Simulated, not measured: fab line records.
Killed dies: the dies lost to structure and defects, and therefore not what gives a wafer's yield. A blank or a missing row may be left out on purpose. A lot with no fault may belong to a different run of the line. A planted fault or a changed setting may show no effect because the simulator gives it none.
fab line records + flow n5Finfet
[record]
- lots = 10
- wafers = 29
- lastDay = 16
route steps=1938 shown BEOL_M5@1129
lots that met no fault: from a run of the same line without faults
startH: hours from the record's opening day to when the first of the lot's shown wafers began + waitH: hours from the lot's prior step to this one + " as in the row above + L1.1+2: a row that stands for several wafers + - no value present, or no start provided + * or withheld: withheld + < > ~ a bound
route shown NAME@n: NAME is a module with steps in the file, n the number in the route of the first one + usual: the fault-free wafers' mean and standard deviation + same: alike in all rows + chamber/n: place in a boat + sites: each site's reading + _std_site: standard deviation of those values + _edge_site: outer sites' mean less inner sites' + radiusMm: how far each site lies from the wafer's centre + mask NAME#n: copy n + behind: tool/chamber where the wafer was last shaped + hold: why the lot went on hold/how many hours it stayed there/how the hold came to an end + device: which transistor (n, p or np) failed to switch + end of line: the tests these same wafers got at the end of their route + a step with no rows: only its recipe + killed: at the first sort, the dies lost to defects and structure; wafer yield is something else + map: dies across one wafer; x = killed, . = not, _ = none there
set.NAME: setting as actually run; set.NAME@STEP: the setting as run at that earlier step + model.NAME: the simulator's own value behind a step, which no gauge read
the route's steps for a sample of lots (tables are steps, rows are wafers)
services: a tool's chamber out of use, with start hour (startH, from the record's first day; less than 0 if before it), hours out, and reason
[[steps]]
[step N5_BEOL_M5_DESCUM_16]
[recipe]
- chemistry = O2
- timeS = 7
- sourcePowerW = 50
- biasPowerW = 20
- pressureMtorr = 20
- rfFrequencyHz = 2.712e+07
- tempC = 40
- resist = CAR-EUV
- o2FlowSccm = 225
[usual]
- drypumpMotorCurrentA = 5.5/0.41
- oesProductAu = 0.78/0.079
- rfVppV = 243.6/1.2
- showerheadPlenumPTorr = 2.11/0.061
- throttleValvePct = 20.40/0.24
[same]
- timeS = 7
| lot.wafer | tool       | chamber | startH | waitH | drypumpMotorCurrentA | oesProductAu | rfHoursCounterH | rfVppV | showerheadPlenumPTorr | throttleValvePct |
|-----------|------------|---------|--------|-------|----------------------|--------------|-----------------|--------|-----------------------|------------------|
| L476.1    | rieDiel-05 | 2       | 171.44 | 0.0   | 6.3                  | 0.70         | 214             | 241.7  | 1.99                  | 20.79            |
| L476.2    | "          | 0       | "      | "     | 6.4                  | 0.68         | 230             | 241.8  | 2.06                  | 20.78            |
| L476.3    | "          | 3       | "      | "     | 5.5                  | 0.76         | 163             | 242.0  | 2.00                  | 20.56            |
| L477.1    | rieDiel-02 | 3       | 179.09 | 0.2   | 5.8                  | 0.74         | 173             | 245.2  | 2.18                  | 20.47            |
| L477.2    | "          | 2       | "      | "     | 5.1                  | 0.77         | 161             | 243.0  | 2.10                  | 20.60            |
| L477.4    | "          | 1       | "      | "     | 5.4                  | 0.89         | 34              | 245.3  | 2.14                  | 20.24            |
| L479.1    | rieDiel-02 | 3       | 190.82 | 0.0   | 5.8                  | 0.73         | 176             | 244.0  | 2.18                  | 20.47            |
| L479.5    | "          | 3       | "      | "     | 5.8                  | 0.73         | -               | 244.8  | 2.18                  | 20.46            |
| L479.6    | "          | 0       | "      | "     | 5.9                  | 0.92         | -               | 245.5  | 2.21                  | 19.90            |
| L480.1    | rieDiel-05 | 3       | 191.22 | 0.1   | 5.5                  | 0.75         | 167             | 243.2  | 2.00                  | 20.58            |
| L480.2    | "          | 2       | "      | "     | 6.4                  | 0.69         | 219             | 242.8  | 1.99                  | 20.79            |
| L480.3    | "          | 1       | "      | "     | 5.1                  | 0.71         | 208             | 245.7  | 2.15                  | 20.26            |
| L482.2    | rieDiel-02 | 3       | 210.40 | 0.1   | 5.8                  | 0.74         | 182             | 243.9  | 2.17                  | 20.46            |
| L482.5    | "          | 1       | "      | "     | 5.4                  | 0.88         | -               | 242.6  | 2.14                  | 20.28            |
| L482.6    | "          | 2       | "      | "     | 5.2                  | 0.77         | -               | 244.9  | 2.09                  | 20.61            |
| L483.1    | rieDiel-02 | 1       | 210.67 | 0.2   | 5.4                  | 0.86         | 44              | 244.1  | 2.14                  | 20.26            |
| L483.2    | "          | 0       | "      | "     | 5.9                  | 0.90         | 38              | 245.7  | 2.21                  | 19.88            |
| L483.6    | "          | 2       | "      | "     | 5.2                  | 0.76         | -               | 243.7  | 2.09                  | 20.60            |
| L491.1    | rieDiel-03 | 3       | 256.90 | 0.2   | 5.3                  | 0.68         | 221             | 243.2  | 2.06                  | 20.41            |
| L491.3    | "          | 0       | "      | "     | 5.5                  | 0.78         | 122             | 243.8  | 2.11                  | 20.42            |
| L491.6    | "          | 2       | "      | "     | 4.8                  | 0.91         | -               | 244.4  | 2.14                  | 20.34            |
| L493.1    | rieDiel-02 | 0       | 272.03 | 1.1   | 5.9                  | 0.89         | 50              | 246.6  | 2.21                  | 19.91            |
| L493.5    | "          | 0       | "      | "     | 5.9                  | 0.89         | -               | 245.5  | 2.21                  | 19.92            |
| L493.6    | "          | 3       | "      | "     | 5.7                  | 0.72         | -               | 244.3  | 2.17                  | 20.50            |
| L494.1    | rieDiel-03 | 0       | 281.01 | 0.0   | 5.5                  | 0.78         | 132             | 245.4  | 2.11                  | 20.44            |
| L494.2    | "          | 2       | "      | "     | 4.8                  | 0.89         | 36              | 244.1  | 2.14                  | 20.35            |
| L494.3    | "          | 1       | "      | "     | 5.5                  | 0.78         | 139             | 243.1  | 2.09                  | 20.29            |
| L496.2    | rieDiel-03 | 0       | 287.68 | 0.4   | 5.6                  | 0.77         | 135             | 243.4  | 2.11                  | 20.44            |
| L496.6    | "          | 0       | "      | "     | 5.5                  | 0.77         | -               | 243.2  | 2.11                  | 20.43            |
[step N5_BEOL_M5_ETCH_62]
[recipe]
- chemistry = N2/H2
- target = SOC
- targetDepthA = 750
- overetchA = 150
- maskMaterial = SiARC
- tempC = 40
- timeS = 112.5
- ionEnergyEv = 200
- pressureMtorr = 30
- sourceW = 840
- biasW = 150
- n2FlowSccm = 200
- h2FlowSccm = 200
[usual]
- drypumpMotorCurrentA = 5.5/0.41
- oesProductAu = 0.61/0.057
- rfVppV = 524.6/2.3
- showerheadPlenumPTorr = 2.56/0.073
- throttleValvePct = 17.75/0.27
[same]
- timeS = 112.5
| lot.wafer | tool       | chamber | startH | waitH | drypumpMotorCurrentA | oesProductAu | rfHoursCounterH | rfVppV | showerheadPlenumPTorr | throttleValvePct |
|-----------|------------|---------|--------|-------|----------------------|--------------|-----------------|--------|-----------------------|------------------|
| L476.1    | rieDiel-05 | 2       | 171.52 | 0.0   | 6.4                  | 0.56         | 214             | 521.0  | 2.41                  | 18.14            |
| L476.2    | "          | 0       | "      | "     | 6.4                  | 0.54         | 230             | 522.8  | 2.51                  | 18.15            |
| L476.3    | "          | 3       | "      | "     | 5.5                  | 0.59         | 163             | 520.6  | 2.44                  | 17.95            |
| L477.1    | rieDiel-02 | 3       | 179.17 | 0.0   | 5.8                  | 0.59         | 173             | 526.6  | 2.63                  | 17.71            |
| L477.2    | "          | 2       | "      | "     | 5.2                  | 0.61         | 161             | 524.5  | 2.54                  | 18.00            |
| L477.4    | "          | 1       | "      | "     | 5.4                  | 0.68         | 34              | 525.6  | 2.59                  | 17.55            |
| L479.1    | rieDiel-02 | 3       | 190.90 | 0.0   | 5.7                  | 0.59         | 176             | 526.6  | 2.63                  | 17.70            |
| L479.5    | "          | 3       | "      | "     | 5.8                  | 0.59         | -               | 526.2  | 2.63                  | 17.70            |
| L479.6    | "          | 0       | "      | "     | 5.9                  | 0.71         | -               | 529.2  | 2.69                  | 17.18            |
| L480.1    | rieDiel-05 | 3       | 191.30 | 0.0   | 5.5                  | 0.59         | 167             | 521.8  | 2.44                  | 17.94            |
| L480.2    | "          | 2       | "      | "     | 6.4                  | 0.56         | 219             | 519.9  | 2.41                  | 18.13            |
| L480.3    | "          | 1       | "      | "     | 5.0                  | 0.57         | 208             | 526.5  | 2.62                  | 17.74            |
| L482.2    | rieDiel-02 | 3       | 210.48 | 0.0   | 5.8                  | 0.58         | 182             | 527.6  | 2.63                  | 17.72            |
| L482.5    | "          | 1       | "      | "     | 5.4                  | 0.67         | -               | 524.8  | 2.58                  | 17.55            |
| L482.6    | "          | 2       | "      | "     | 5.2                  | 0.60         | -               | 522.9  | 2.54                  | 18.00            |
| L483.1    | rieDiel-02 | 1       | 210.75 | 0.0   | 5.4                  | 0.68         | 44              | 525.6  | 2.58                  | 17.55            |
| L483.2    | "          | 0       | "      | "     | 5.9                  | 0.71         | 38              | 528.8  | 2.69                  | 17.16            |
| L483.6    | "          | 2       | "      | "     | 5.2                  | 0.60         | -               | 523.2  | 2.54                  | 18.01            |
| L491.1    | rieDiel-03 | 3       | 256.98 | 0.0   | 5.4                  | 0.55         | 221             | 524.2  | 2.51                  | 17.83            |
| L491.3    | "          | 0       | "      | "     | 5.5                  | 0.62         | 122             | 524.5  | 2.56                  | 17.82            |
| L491.6    | "          | 2       | "      | "     | 4.8                  | 0.72         | -               | 525.0  | 2.60                  | 17.69            |
| L493.1    | rieDiel-02 | 0       | 272.11 | 0.0   | 5.9                  | 0.69         | 50              | 528.0  | 2.68                  | 17.20            |
| L493.5    | "          | 0       | "      | "     | 5.9                  | 0.68         | -               | 526.5  | 2.68                  | 17.20            |
| L493.6    | "          | 3       | "      | "     | 5.8                  | 0.57         | -               | 526.6  | 2.62                  | 17.71            |
| L494.1    | rieDiel-03 | 0       | 281.09 | 0.0   | 5.5                  | 0.61         | 132             | 523.3  | 2.55                  | 17.82            |
| L494.2    | "          | 2       | "      | "     | 4.8                  | 0.70         | 36              | 523.9  | 2.59                  | 17.71            |
| L494.3    | "          | 1       | "      | "     | 5.4                  | 0.62         | 139             | 523.9  | 2.54                  | 17.63            |
| L496.2    | rieDiel-03 | 0       | 287.76 | 0.0   | 5.5                  | 0.62         | 135             | 522.4  | 2.55                  | 17.83            |
| L496.6    | "          | 0       | "      | "     | 5.5                  | 0.62         | -               | 524.1  | 2.55                  | 17.83            |
[step N5_BEOL_M5_CD_MEAS_18]
[recipe]
- pitchNm = 56
- targetCdNm = 28
[usual]
- cdNm = 28.07/0.28
| lot.wafer | tool     | chamber | startH | waitH | cdNm  |
|-----------|----------|---------|--------|-------|-------|
| L476.1    | cdSem-02 | -       | 171.98 | 0.0   | 28.20 |
| L476.2    | "        | -       | "      | "     | 28.43 |
| L476.3    | "        | -       | "      | "     | 28.27 |
| L477.1    | cdSem-01 | -       | 179.52 | 0.0   | 28.30 |
| L477.2    | "        | -       | "      | "     | 28.15 |
| L477.4    | "        | -       | "      | "     | 28.47 |
| L479.1    | cdSem-03 | -       | 191.29 | 0.0   | 27.71 |
| L479.5    | "        | -       | "      | "     | 28.15 |
| L479.6    | "        | -       | "      | "     | 27.79 |
| L480.1    | cdSem-03 | -       | 191.66 | 0.0   | 28.03 |
| L480.2    | "        | -       | "      | "     | 28.73 |
| L480.3    | "        | -       | "      | "     | 28.17 |
| L482.2    | cdSem-03 | -       | 210.97 | 0.1   | 28.00 |
| L482.5    | "        | -       | "      | "     | 27.78 |
| L482.6    | "        | -       | "      | "     | 28.12 |
| L483.1    | cdSem-03 | -       | 211.10 | 0.0   | 27.67 |
| L483.2    | "        | -       | "      | "     | 28.11 |
| L483.6    | "        | -       | "      | "     | 28.24 |
| L491.1    | cdSem-03 | -       | 257.33 | 0.1   | 27.58 |
| L491.3    | "        | -       | "      | "     | 28.36 |
| L491.6    | "        | -       | "      | "     | 28.05 |
| L493.1    | cdSem-02 | -       | 272.53 | 0.0   | 28.49 |
| L493.5    | "        | -       | "      | "     | 28.57 |
| L493.6    | "        | -       | "      | "     | 28.25 |
| L494.1    | cdSem-03 | -       | 281.45 | 0.1   | 28.60 |
| L494.2    | "        | -       | "      | "     | 28.53 |
| L494.3    | "        | -       | "      | "     | 27.95 |
| L496.2    | cdSem-03 | -       | 288.11 | 0.1   | 28.07 |
| L496.6    | "        | -       | "      | "     | 27.90 |
[step N5_BEOL_M5_ETCH_75]
[recipe]
- chemistry = N2/H2
- target = underlayer
- targetDepthA = 65
- maskMaterial = CAR-EUV
- timeS = 5.2
- ionEnergyEv = 200
- pressureMtorr = 30
- sourceW = 840
- biasW = 150
- n2FlowSccm = 200
- h2FlowSccm = 200
- ends = cleared
[usual]
- drypumpMotorCurrentA = 5.5/0.48
- etchRfOnTimeS = 5.18/0.07
- oesProductAu = 0.66/0.075
- rfVppV = 523.9/2.4
- showerheadPlenumPTorr = 2.54/0.074
- throttleValvePct = 17.83/0.23
| lot.wafer | tool       | chamber | startH | waitH | drypumpMotorCurrentA | etchRfOnTimeS | oesProductAu | rfHoursCounterH | rfVppV | showerheadPlenumPTorr | throttleValvePct |
|-----------|------------|---------|--------|-------|----------------------|---------------|--------------|-----------------|--------|-----------------------|------------------|
| L476.1    | rieDiel-05 | 2       | 176.30 | 0.0   | 6.3                  | 5.21          | 0.58         | 215             | 522.0  | 2.41                  | 18.19            |
| L476.2    | "          | 1       | "      | "     | 5.1                  | 5.25          | 0.61         | 204             | 526.4  | 2.62                  | 17.77            |
| L476.3    | "          | 3       | "      | "     | 5.5                  | 5.08          | 0.64         | 164             | 520.9  | 2.44                  | 18.00            |
| L477.1    | rieDiel-05 | 2       | 181.85 | 0.0   | 6.4                  | 5.18          | 0.59         | 217             | 519.8  | 2.41                  | 18.21            |
| L477.2    | "          | 3       | "      | "     | 5.5                  | 5.13          | 0.64         | 165             | 520.3  | 2.44                  | 17.99            |
| L477.4    | "          | 1       | "      | "     | 5.0                  | 5.26          | 0.61         | 205             | 526.1  | 2.62                  | 17.80            |
| L479.1    | rieDiel-03 | 1       | 191.91 | 0.0   | 5.5                  | 5.13          | 0.69         | 109             | 525.8  | 2.55                  | 17.62            |
| L479.5    | "          | 1       | "      | "     | 5.4                  | 5.15          | 0.69         | -               | 523.4  | 2.55                  | 17.60            |
| L479.6    | "          | 2       | "      | "     | 4.9                  | 5.08          | 0.82         | -               | 524.4  | 2.60                  | 17.69            |
| L480.1    | rieDiel-05 | 0       | 193.77 | 0.0   | 6.5                  | 5.22          | 0.58         | 236             | 523.0  | 2.51                  | 18.22            |
| L480.2    | "          | 3       | "      | "     | 5.5                  | 5.18          | 0.64         | 168             | 521.6  | 2.44                  | 18.01            |
| L480.3    | "          | 2       | "      | "     | 6.4                  | 5.20          | 0.58         | 220             | 520.5  | 2.41                  | 18.19            |
| L482.2    | rieDiel-05 | 1       | 212.45 | 0.0   | 5.0                  | 5.24          | 0.61         | 215             | 523.9  | 2.62                  | 17.79            |
| L482.5    | "          | 0       | "      | "     | 6.5                  | 5.19          | 0.58         | -               | 524.3  | 2.50                  | 18.22            |
| L482.6    | "          | 1       | "      | "     | 5.0                  | 5.28          | 0.60         | -               | 527.1  | 2.62                  | 17.80            |
| L483.1    | rieDiel-02 | 0       | 212.47 | 0.0   | 5.9                  | 5.24          | 0.77         | 38              | 528.1  | 2.69                  | 17.23            |
| L483.2    | "          | 2       | "      | "     | 5.2                  | 5.23          | 0.64         | 172             | 522.9  | 2.54                  | 18.04            |
| L483.6    | "          | 3       | "      | "     | 5.8                  | 5.29          | 0.62         | -               | 526.7  | 2.63                  | 17.75            |
| L491.1    | rieDiel-05 | 3       | 258.73 | 0.0   | 5.5                  | 5.17          | 0.62         | 192             | 519.9  | 2.43                  | 18.02            |
| L491.3    | "          | 0       | "      | "     | 6.4                  | 5.06          | 0.89         | 0               | 524.8  | 2.50                  | 17.79            |
| L491.6    | "          | 3       | "      | "     | 5.5                  | 6.38          | 0.55         | -               | 520.3  | 2.43                  | 18.02            |
| L493.1    | rieDiel-03 | 1       | 274.08 | 0.0   | 5.5                  | 5.12          | 0.68         | 136             | 521.4  | 2.54                  | 17.66            |
| L493.5    | "          | 0       | "      | "     | 5.6                  | 5.20          | 0.66         | -               | 521.6  | 2.55                  | 17.85            |
| L493.6    | "          | 1       | "      | "     | 5.4                  | 5.16          | 0.66         | -               | 522.3  | 2.54                  | 17.68            |
| L494.1    | rieDiel-03 | 1       | 283.62 | 0.0   | 5.4                  | 5.14          | 0.66         | 140             | 525.4  | 2.54                  | 17.67            |
| L494.2    | "          | 3       | "      | "     | 5.4                  | 5.25          | 0.57         | 232             | 524.1  | 2.50                  | 17.88            |
| L494.3    | "          | 0       | "      | "     | 5.5                  | 5.20          | 0.66         | 133             | 523.4  | 2.55                  | 17.86            |
| L496.2    | rieDiel-05 | 1       | 289.06 | 0.0   | 5.1                  | 6.51          | 0.52         | 242             | 523.6  | 2.61                  | 17.85            |
| L496.6    | "          | 1       | "      | "     | 5.0                  | 6.52          | 0.53         | -               | 525.6  | 2.61                  | 17.81            |
[[services]]
| tool       | chamber | startH | hours | kind                         |
|------------|---------|--------|-------|------------------------------|
| rieDiel-03 | 1       | 149.89 | 4.6   | repair                       |
| rieDiel-05 | 0       | 215.24 | 3.8   | repair                       |
| rieDiel-05 | 0       | 241.21 | -     | clean                        |
| rieDiel-05 | 0       | 241.21 | -     | consumableReplace:focusRing  |
| rieDiel-05 | 0       | 241.21 | 16.2  | scheduledDown                |
| rieDiel-05 | 0       | 241.21 | 16.2  | ventCycle                    |
| rieDiel-02 | -       | 243.38 | 28.1  | pm                           |
| rieDiel-05 | -       | 253.86 | 0.2   | repair                       |
| rieDiel-05 | 2       | 270.57 | -     | clean                        |
| rieDiel-05 | 2       | 270.57 | -     | consumableReplace:focusRing  |
| rieDiel-05 | 2       | 270.57 | -     | consumableReplace:showerhead |
| rieDiel-05 | 2       | 270.57 | 31.4  | scheduledDown                |
| rieDiel-05 | 2       | 270.57 | 31.4  | ventCycle                    |
[[key]]
[firstSign]
- step = N5_BEOL_M5_ETCH_75
- reading = etchRfOnTimeS
- direction = up
- sigmas = 18
- usual = *
- struck = *
effect none on later readings
metAt N5_BEOL_M5_ETCH_75
struckLots L491,L496
struckWafers L491.6,L496.2,L496.6
notActingAt N5_BEOL_M5_DESCUM_16,N5_BEOL_M5_ETCH_62,N5_BEOL_M5_CD_MEAS_18
onsetBetween 212.45 258.73
[fault]
- kind = processParameterDrift
- tool = rieDiel-05
- chamber = -
- onsetH = 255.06
- steps = N5_BEOL_M5_ETCH_75
- channel = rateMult
- offset = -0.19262
- shape = step
- endH = 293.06
- scope = struckWafersOnly
